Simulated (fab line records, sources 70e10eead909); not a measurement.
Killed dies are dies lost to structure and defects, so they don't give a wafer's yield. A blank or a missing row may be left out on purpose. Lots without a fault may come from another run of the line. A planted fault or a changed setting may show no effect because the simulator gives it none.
fab line records | flow nand_harc | part 1 of 2: steps 1 to 4 of 6
record lots=24 wafers=72 last_day=34
route steps=1302 shown A_STAIRCASE@714
lots that met no fault: from a run of the same line without faults
start_h: hours from the record's first day to the start of the lot's first wafer shown | wait_h: hours since the lot's step before | " the same as in the row above | L1.1+2: a row that stands for several wafers | - no value, or no start given | * or withheld: withheld | < > ~ a bound
route shown NAME@n: a module of which the file shows steps, and the number in the route of the first | usual: mean/standard deviation of fault-free wafers | same: alike in all rows | chamber/n: place in a boat | sites: the reading at each site | _std_site: their standard deviation | _edge_site: outer sites' mean less inner sites' | radius_mm: how far each site lies from the wafer's centre | mask NAME#n: copy n | behind: the tool/chamber that last shaped the wafer | hold: why the lot was held/for how many hours/how that ended | device: the transistor (n, p or np) that didn't switch | end of line: the same wafers' tests at the end of the route | a step without rows: its recipe alone | killed: dies lost to structure and defects at the first sort, not the wafer's yield | map: a wafer's dies, x killed, . not, _ none there
set.NAME: the setting as run; set.NAME@STEP: as run at that earlier step | model.NAME: the simulator's own value behind a step, which no gauge read
steps of the route over a sample of lots; a table a step, a row a wafer
services: from which hour (start_h, from the record's first day; less than 0 if before it) a tool's chamber was out of use, for how many hours, and why
## steps
# step NHARC_A_STAIRCASE_TRIM_200
# recipe time_s=211.2 o2_flow_sccm=500 ar_flow_sccm=0 bias_w=0 chemistry=O2
# usual drypump_motor_current_A=5.8/0.55 mfc_ar_sccm=0.005/0.0091 oes_product_au=0.999/0.0089 rf_vpp_V=57.8/0.89 showerhead_plenum_p_Torr=3.53/0.15 throttle_valve_pct=17.035/0.0091
# columns lot.wafer tool chamber start_h wait_h drypump_motor_current_A mfc_ar_sccm oes_product_au rf_hours_counter_h rf_vpp_V showerhead_plenum_p_Torr throttle_valve_pct
L074.4 rie_diel-07 0 - - 6.1 0 0.991 18 57.9 3.59 17.040
L074.3 " 1 " " 6.1 0.024 1.002 21 58.3 3.76 17.058
L074.6 " 1 " " 6.1 0.024 0.991 - 58.5 3.76 17.025
L075.1 rie_diel-02 1 - - 5.7 0.007 1.000 49 58.6 3.41 17.042
L075.4 " 2 " " 5.4 0 1.009 46 59.2 3.34 17.043
L075.2 " 0 " " 4.9 0.004 1.004 48 57.2 3.27 17.024
L076.1 rie_diel-04 0 - - 6.0 0 0.995 5 57.1 3.32 17.031
L076.4 " 3 " " 6.0 0 1.003 3 57.6 3.45 17.034
L076.6 " 1 " " 6.8 0 0.996 - 59.4 3.64 17.028
L077.3 rie_diel-02 0 - - 4.9 0.004 1.005 52 57.0 3.27 17.044
L077.1 " 2 " " 5.4 0 1.011 49 58.3 3.34 17.039
L077.5 " 0 " " 4.9 0.004 1.012 - 59.2 3.27 17.047
L078.3 rie_diel-07 3 - - 5.1 0 0.995 32 57.9 3.42 17.047
L078.2 " 1 " " 6.1 0.024 0.995 35 58.1 3.75 17.035
L078.4 " 0 " " 6.0 0 0.999 - 57.7 3.58 17.034
L079.4 rie_diel-02 3 - - 5.4 0 0.990 1 57.4 3.49 17.033
L079.1 " 1 " " 5.7 0.007 0.987 1 56.4 3.41 17.027
L079.5 " 3 " " 5.4 0 0.998 - 57.6 3.49 17.038
L080.4 rie_diel-07 3 - - 5.2 0 0.993 37 58.4 3.42 17.031
L080.3 " 0 " " 6.1 0 1.000 37 58.4 3.58 17.027
L080.5 " 3 " " 5.1 0 0.993 - 57.5 3.42 17.039
L081.2 rie_diel-04 1 - - 6.8 0 1.008 32 58.2 3.62 17.049
L081.5 " 2 " " 6.3 0.025 1.001 - 56.7 3.41 17.045
L081.6 " 3 " " 6.1 0 1.010 - 57.5 3.44 17.029
L082.2 rie_diel-07 0 - - 6.1 0 0.989 49 58.3 3.57 17.050
L082.1 " 1 " " 6.1 0.024 0.988 48 57.2 3.74 17.043
L082.6 " 0 " " 6.1 0 0.986 - 57.8 3.57 17.028
L083.2 rie_diel-07 0 - - 6.0 0 1.008 50 58.8 3.57 17.043
L083.1 " 2 " " 6.5 0 1.010 43 58.0 3.54 17.034
L083.6 " 0 " " 6.1 0 0.991 - 57.8 3.57 17.021
L084.1 rie_diel-04 0 - - 6.1 0 0.999 42 57.5 3.30 17.038
L084.3 " 1 " " 6.8 0 1.009 38 56.8 3.62 17.041
L084.6 " 3 " " 6.0 0 1.011 - 57.6 3.43 17.028
L086.2 rie_diel-02 2 - - 5.4 0 0.984 25 56.9 3.32 17.031
L086.4 " 3 " " 5.4 0 0.986 - 58.7 3.48 17.044
L086.6 " 0 " " 4.9 0.004 0.994 - 57.8 3.79 17.054
L085.1 rie_diel-07 1 - - 6.1 0.024 0.995 2 58.0 3.74 17.028
L085.2 " 3 " " 5.1 0 0.993 2 58.3 3.41 17.040
L085.5 " 1 " " 6.1 0.024 0.993 - 57.8 3.74 17.036
L087.3 rie_diel-02 3 - - 5.4 0 0.996 33 56.6 3.47 17.041
L087.2 " 2 " " 5.4 0 0.990 28 59.5 3.32 17.040
L087.5 " 0 " " 4.9 0.004 0.991 - 57.3 3.79 17.022
L088.4 rie_diel-07 0 - - 6.1 0 1.000 6 59.2 3.57 17.036
L088.2 " 1 " " 6.1 0.024 1.003 6 57.6 3.74 17.043
L088.5 " 3 " " 5.0 0 0.987 - 58.7 3.41 17.039
L089.4 rie_diel-07 3 - - 5.1 0 0.992 7 56.3 3.41 17.040
L089.2 " 1 " " 6.1 0.024 1.005 7 59.3 3.74 17.032
L089.3 " 2 " " 6.5 0 1.013 7 56.7 3.53 17.040
L090.4 rie_diel-07 1 - - 6.1 0.024 1.008 13 57.9 3.73 17.039
L090.2 " 2 " " 6.5 0 1.011 13 58.0 3.53 17.036
L090.3 " 0 " " 6.0 0 0.998 10 59.3 3.57 17.033
L091.2 rie_diel-02 3 - - 5.4 0 0.989 50 57.7 3.46 17.032
L091.4 " 0 " " 4.9 0.004 1.003 48 56.5 3.78 17.019
L091.5 " 0 " " 4.9 0.004 1.005 - 58.9 3.78 17.030
L092.3 rie_diel-02 2 - - 5.5 0 0.986 45 55.9 3.31 17.048
L092.1 " 0 " " 4.9 0.004 0.996 48 58.0 3.78 17.042
L092.6 " 2 " " 5.4 0 0.990 - 57.6 3.31 17.047
L094.4 rie_diel-04 0 - - 6.1 0 1.012 10 58.0 3.80 17.027
L094.2 " 2 " " 6.3 0.025 0.998 13 57.3 3.38 17.025
L094.1 " 3 " " 6.0 0 1.004 9 58.5 3.41 17.031
L095.3 rie_diel-07 2 - - 6.5 0 1.010 33 58.7 3.52 17.033
L095.1 " 3 " " 5.1 0 0.990 30 57.0 3.40 17.048
L095.5 " 3 " " 5.1 0 0.993 - 57.1 3.40 17.043
L093.1 rie_diel-04 3 - - 6.0 0 0.995 10 57.9 3.41 17.028
L093.4 " 3 " " 6.1 0 1.018 - 58.2 3.41 17.031
L093.6 " 0 " " 6.1 0 1.010 - 58.7 3.80 17.044
L097.4 rie_diel-07 1 - - 6.1 0.024 1.003 39 57.3 3.72 17.019
L097.1 " 3 " " 5.1 0 0.999 33 56.5 3.39 17.015
L097.5 " 2 " " 6.5 0 1.021 - 56.8 3.52 17.040
L096.2 rie_diel-07 3 - - 5.1 0 0.998 34 58.6 3.39 17.036
L096.5 " 2 " " 6.5 0 1.013 - 56.9 3.52 17.035
L096.6 " 3 " " 5.1 0 0.995 - 57.2 3.39 17.029
# step NHARC_A_STAIRCASE_ETCH_201
# recipe target_depth_a=1000 time_s=40.5 ion_energy_ev=400 c4f8_flow_sccm=20 o2_flow_sccm=10 ar_flow_sccm=withheld rf_w=600 bias_w=1000 chemistry=C4F8/O2
# usual oes_product_au=0.941/0.01 rf_vpp_V=896/5.4
# columns lot.wafer tool chamber start_h wait_h oes_product_au rf_hours_counter_h rf_vpp_V
L074.3 rie_diel-07 2 - - 0.954 23 898
L074.4 " 1 " " 0.938 21 904
L074.6 " 3 " " 0.956 - 893
L075.4 rie_diel-02 0 - - 0.956 48 887
L075.1 " 2 " " 0.948 46 889
L075.2 " 3 " " 0.961 45 895
L076.1 rie_diel-04 0 - - 0.935 5 888
L076.4 " 2 " " 0.932 4 891
L076.6 " 3 " " 0.940 - 892
L077.3 rie_diel-02 2 - - 0.937 53 889
L077.1 " 3 " " 0.929 53 895
L077.5 " 2 " " 0.933 - 889
L078.3 rie_diel-07 1 - - 0.934 35 904
L078.2 " 3 " " 0.942 32 893
L078.4 " 1 " " 0.940 - 904
L079.4 rie_diel-02 3 - - 0.934 1 894
L079.1 " 2 " " 0.932 1 889
L079.5 " 0 " " 0.941 - 905
L080.4 rie_diel-07 1 - - 0.937 40 904
L080.3 " 2 " " 0.942 31 896
L080.5 " 0 " " 0.936 - 897
L081.2 rie_diel-04 3 - - 0.935 30 891
L081.5 " 3 " " 0.933 - 893
L081.6 " 0 " " 0.960 - 886
L082.2 rie_diel-07 1 - - 0.909 48 904
L082.1 " 3 " " 0.928 48 893
L082.6 " 1 " " 0.918 - 903
L083.1 rie_diel-07 2 - - 0.933 43 895
L083.2 " 3 " " 0.930 50 893
L083.6 " 0 " " 0.924 - 897
L084.1 rie_diel-04 3 - - 0.946 34 892
L084.3 " 0 " " 0.930 42 887
L084.6 " 2 " " 0.937 - 891
L086.2 rie_diel-02 3 - - 0.933 29 894
L086.6 " 3 " " 0.933 - 894
L086.4 " 0 " " 0.939 - 904
L085.1 rie_diel-07 2 - - 0.967 2 895
L085.2 " 0 " " 0.952 2 896
L085.5 " 1 " " 0.947 - 904
L087.3 rie_diel-02 0 - - 0.941 32 905
L087.2 " 3 " " 0.937 33 895
L087.5 " 1 " " 0.937 - 892
L088.2 rie_diel-07 3 - - 0.929 6 892
L088.4 " 2 " " 0.941 6 898
L088.5 " 3 " " 0.935 - 892
L089.2 rie_diel-07 2 - - 0.949 7 896
L089.4 " 3 " " 0.932 7 894
L089.3 " 0 " " 0.925 7 898
L090.4 rie_diel-07 2 - - 0.946 15 895
L090.2 " 3 " " 0.921 16 893
L090.3 " 1 " " 0.939 15 903
L091.4 rie_diel-02 3 - - 0.936 50 893
L091.2 " 0 " " 0.945 48 905
L091.5 " 2 " " 0.945 - 888
L092.3 rie_diel-02 1 - - 0.940 40 892
L092.1 " 3 " " 0.946 51 894
L092.6 " 1 " " 0.945 - 891
L094.4 rie_diel-04 3 - - 0.945 9 891
L094.2 " 0 " " 0.926 10 905
L094.1 " 1 " " 0.928 13 899
L095.3 rie_diel-07 1 - - 0.938 35 904
L095.1 " 2 " " 0.946 34 895
L095.5 " 0 " " 0.964 - 895
L093.1 rie_diel-04 0 - - 0.941 11 906
L093.6 " 0 " " 0.950 - 906
L093.4 " 1 " " 0.956 - 901
L097.4 rie_diel-07 3 - - 0.935 33 890
L097.1 " 1 " " 0.947 39 902
L097.5 " 0 " " 0.955 - 897
L096.2 rie_diel-07 0 - - 0.953 32 897
L096.6 " 2 " " 0.946 - 895
L096.5 " 3 " " 0.929 - 892
# step NHARC_A_STAIRCASE_TRIM_220
# recipe time_s=211.2 o2_flow_sccm=500 ar_flow_sccm=0 bias_w=0 chemistry=O2
# usual drypump_motor_current_A=5.8/0.54 mfc_ar_sccm=0.004/0.0081 oes_product_au=0.999/0.008 rf_vpp_V=57.8/0.89 showerhead_plenum_p_Torr=3.50/0.15 throttle_valve_pct=17.037/0.0092
# columns lot.wafer tool chamber start_h wait_h drypump_motor_current_A mfc_ar_sccm oes_product_au rf_hours_counter_h rf_vpp_V showerhead_plenum_p_Torr throttle_valve_pct
L074.3 rie_diel-02 1 365.58 0.1 5.6 0.007 1.008 49 56.9 3.41 17.026
L074.4 " 2 " " 5.4 0 1.007 47 58.1 3.34 17.042
L074.6 " 3 " " 5.4 0 1.016 - 58.8 3.50 17.042
L075.4 rie_diel-04 2 366.54 0.1 6.3 0.025 1.001 0 58.2 3.42 17.051
L075.2 " 3 " " 6.0 0 1.003 0 56.7 3.45 17.033
L075.1 " 1 " " 6.8 0 0.990 0 58.7 3.64 17.030
L076.4 rie_diel-07 0 380.89 0.6 6.1 0 1.001 21 57.7 3.59 17.030
L076.1 " 3 " " 5.1 0 1.005 23 55.9 3.43 17.033
L076.6 " 1 " " 6.1 0.024 0.993 - 57.8 3.76 17.032
L077.1 rie_diel-04 3 393.68 0.1 6.0 0 1.005 9 57.9 3.45 17.032
L077.3 " 1 " " 6.8 0 0.999 15 57.9 3.63 17.033
L077.5 " 0 " " 6.0 0 1.000 - 56.6 3.31 17.039
L078.4 rie_diel-07 2 406.30 0.1 6.5 0 0.999 27 58.1 3.55 17.029
L078.3 " 3 " " 5.1 0 1.002 33 57.6 3.42 17.025
L078.2 " 0 " " 6.0 0 0.993 32 56.6 3.58 17.029
L079.4 rie_diel-02 1 410.47 0.1 5.7 0.007 0.995 2 56.7 3.41 17.026
L079.1 " 2 " " 5.5 0 0.985 2 56.1 3.33 17.045
L079.5 " 1 " " 5.7 0.007 0.985 - 57.8 3.41 17.052
L080.3 rie_diel-04 1 425.84 0.1 6.8 0 1.000 28 58.2 3.63 17.040
L080.4 " 2 " " 6.3 0.025 0.995 20 57.3 3.41 17.029
L080.5 " 1 " " 6.8 0 0.995 - 59.0 3.63 17.053
L081.2 rie_diel-07 3 457.67 0.1 5.1 0 0.987 47 56.3 3.42 17.024
L081.5 " 2 " " 6.5 0 1.007 - 58.0 3.54 17.035
L081.6 " 3 " " 5.1 0 0.995 - 57.7 3.41 17.040
L082.2 rie_diel-02 2 463.39 0.1 5.4 0 0.989 14 57.4 3.33 17.030
L082.1 " 1 " " 5.7 0.007 0.986 13 58.7 3.40 17.056
L082.6 " 2 " " 5.4 0 0.994 - 58.1 3.33 17.041
L083.1 rie_diel-04 3 466.59 0.1 6.0 0 0.995 34 57.2 3.43 17.039
L083.2 " 0 " " 6.1 0 0.995 42 57.7 3.30 17.029
L083.6 " 0 " " 6.1 0 1.008 - 57.4 3.30 17.027
L084.1 rie_diel-02 0 467.57 0.1 4.9 0.004 0.999 15 58.0 3.80 17.033
L084.3 " 1 " " 5.6 0.007 0.994 14 57.3 3.40 17.019
L084.6 " 2 " " 5.4 0 1.003 - 57.8 3.32 17.050
L086.4 rie_diel-02 3 488.97 0.1 5.4 0 1.002 30 56.7 3.47 17.050
L086.2 " 0 " " 4.9 0.004 0.999 28 59.2 3.79 17.038
L086.6 " 2 " " 5.4 0 0.986 - 57.7 3.32 17.042
L085.1 rie_diel-02 3 491.94 0.1 5.4 0 1.002 31 56.6 3.47 17.041
L085.2 " 2 " " 5.4 0 0.985 26 56.4 3.32 17.035
L085.5 " 0 " " 4.9 0.004 1.015 - 58.6 3.79 17.055
L087.2 rie_diel-07 1 500.83 0.1 6.1 0.024 0.993 4 57.9 3.74 17.027
L087.3 " 2 " " 6.5 0 1.000 4 58.2 3.54 17.034
L087.5 " 1 " " 6.1 0.024 0.993 - 58.9 3.74 17.052
L088.2 rie_diel-02 0 508.07 0.1 4.9 0.004 1.006 35 58.6 3.79 17.028
L088.4 " 3 " " 5.4 0 1.001 35 56.3 3.47 17.034
L088.5 " 0 " " 4.9 0.004 1.007 - 60.2 3.79 17.014
L089.4 rie_diel-02 1 509.41 0.1 5.7 0.007 0.996 27 58.0 3.39 17.037
L089.2 " 2 " " 5.4 0 0.988 31 57.3 3.32 17.037
L089.3 " 3 " " 5.4 0 1.001 36 56.8 3.47 17.037
L090.2 rie_diel-07 2 531.66 0.1 6.5 0 1.003 16 58.4 3.53 17.038
L090.3 " 0 " " 6.1 0 1.002 14 58.8 3.56 17.049
L090.4 " 1 " " 6.1 0.024 0.995 16 58.1 3.73 17.034
L091.2 rie_diel-07 2 541.27 0.1 6.5 0 1.007 20 56.5 3.53 17.033
L091.4 " 1 " " 6.1 0.024 1.010 19 56.6 3.73 17.027
L091.5 " 3 " " 5.1 0 0.996 - 57.3 3.40 17.023
L092.3 rie_diel-07 3 543.87 0.1 5.1 0 0.992 21 57.8 3.40 17.048
L092.1 " 1 " " 6.1 0.024 1.005 20 59.1 3.73 17.040
L092.6 " 3 " " 5.1 0 1.005 - 57.8 3.40 17.043
L094.4 rie_diel-07 0 579.75 0.1 6.1 0 0.994 29 59.2 3.56 17.033
L094.1 " 1 " " 6.1 0.024 1.001 35 57.7 3.72 17.041
L094.2 " 2 " " 6.5 0 1.010 34 59.0 3.52 17.038
L095.1 rie_diel-04 1 581.54 0.1 6.8 0 0.992 15 58.3 3.60 17.039
L095.3 " 3 " " 6.0 0 0.993 11 56.8 3.41 17.037
L095.5 " 0 " " 6.1 0 0.992 - 59.7 3.80 17.039
L093.1 rie_diel-07 1 582.29 0.1 6.1 0.024 0.995 36 56.6 3.72 17.031
L093.4 " 0 " " 6.0 0 0.991 30 57.9 3.56 17.033
L093.6 " 2 " " 6.5 0 1.008 - 59.1 3.52 17.021
L097.4 rie_diel-02 2 596.60 0.1 5.4 0 0.995 4 57.0 3.30 17.045
L097.1 " 1 " " 5.7 0.007 1.000 4 57.7 3.38 17.048
L097.5 " 3 " " 5.4 0 0.999 - 57.9 3.46 17.039
L096.2 rie_diel-04 2 598.57 0.1 6.3 0.025 1.004 17 57.7 3.38 17.053
L096.5 " 3 " " 6.0 0 1.003 - 56.9 3.41 17.036
L096.6 " 0 " " 6.1 0 1.010 - 56.7 3.80 17.026
# step NHARC_A_STAIRCASE_STRIP_238
# recipe power_w=1500 temp_c=250 chemistry=O2
# usual drypump_motor_current_A=6.1/0.47 heater_power_w=317/22
# columns lot.wafer tool chamber start_h wait_h drypump_motor_current_A heater_power_w rf_hours_counter_h
L074.4 plasma_asher-01 0 367.73 0.2 5.5 306 -
L074.3 " 1 " " 6.4 294 -
L074.6 " 0 " " 5.5 303 -
L075.2 plasma_asher-02 0 368.62 0.1 6.6 353 25
L075.1 " 1 " " 5.7 278 25
L075.4 " 1 " " 5.7 288 -
L076.1 plasma_asher-01 0 382.98 0.1 5.5 306 8
L076.4 " 0 " " 5.5 303 -
L076.6 " 1 " " 6.5 294 -
L077.1 plasma_asher-01 1 395.99 0.1 6.5 297 9
L077.3 " 1 " " 6.5 297 -
L077.5 " 1 " " 6.4 306 -
L078.2 plasma_asher-01 1 408.38 0.1 6.5 302 11
L078.4 " 1 " " 6.5 306 -
L078.3 " 0 " " 5.5 307 -
L079.1 plasma_asher-01 0 412.56 0.1 5.5 304 12
L079.4 " 0 " " 5.5 318 -
L079.5 " 1 " " 6.5 302 -
L080.4 plasma_asher-01 1 428.46 0.2 6.5 306 -
L080.3 " 0 " " 5.6 309 -
L080.5 " 1 " " 6.5 300 -
L081.2 plasma_asher-02 1 462.71 0.1 5.7 299 5
L081.5 " 0 " " 6.6 355 -
L081.6 " 1 " " 5.7 297 -
L082.2 plasma_asher-02 0 465.81 0.1 6.6 356 6
L082.1 " 1 " " 5.7 305 6
L082.6 " 0 " " 6.6 358 -
L083.2 plasma_asher-02 1 468.72 0.1 5.7 304 6
L083.1 " 0 " " 6.6 354 6
L083.6 " 0 " " 6.6 347 -
L084.1 plasma_asher-01 0 469.64 0.1 5.6 311 25
L084.3 " 0 " " 5.5 310 -
L084.6 " 1 " " 6.5 303 -
L086.2 plasma_asher-01 0 491.05 0.1 5.6 301 29
L086.4 " 1 " " 6.5 303 -
L086.6 " 1 " " 6.5 303 -
L085.1 plasma_asher-01 0 494.03 0.1 5.5 300 29
L085.2 " 1 " " 6.5 305 29
L085.5 " 1 " " 6.4 302 -
L087.2 plasma_asher-02 0 503.96 0.1 6.6 350 15
L087.3 " 0 " " 6.6 349 -
L087.5 " 0 " " 6.6 344 -
L088.2 plasma_asher-02 1 510.16 0.1 5.7 306 17
L088.4 " 0 " " 6.6 351 -
L088.5 " 1 " " 5.7 300 -
L089.2 plasma_asher-02 0 511.83 0.1 6.6 357 17
L089.3 " 1 " " 5.7 298 -
L089.4 " 0 " " 6.6 354 -
L090.2 plasma_asher-02 0 534.07 0.1 6.6 358 21
L090.4 " 0 " " 6.6 355 -
L090.3 " 1 " " 5.7 299 -
L091.2 plasma_asher-02 0 543.48 0.1 6.6 353 24
L091.4 " 1 " " 5.7 296 -
L091.5 " 1 " " 5.7 297 -
L092.1 plasma_asher-01 0 545.94 0.1 5.5 310 4
L092.3 " 1 " " 6.4 322 -
L092.6 " 0 " " 5.5 316 -
L094.2 plasma_asher-02 0 581.83 0.1 6.6 350 30
L094.1 " 1 " " 5.7 296 30
L094.4 " 1 " " 5.7 294 -
L095.1 plasma_asher-02 1 583.93 0.1 5.7 296 31
L095.3 " 1 " " 5.7 302 -
L095.5 " 0 " " 6.6 351 -
L093.1 plasma_asher-01 1 584.86 0.1 6.5 322 12
L093.4 " 0 " " 5.6 303 -
L093.6 " 0 " " 5.6 305 -
L097.1 plasma_asher-01 1 598.69 0.1 6.5 327 15
L097.4 " 0 " " 5.5 311 -
L097.5 " 0 " " 5.5 311 -
L096.2 plasma_asher-01 0 600.63 0.1 5.5 315 16
L096.5 " 0 " " 5.6 314 -
L096.6 " 1 " " 6.5 328 -
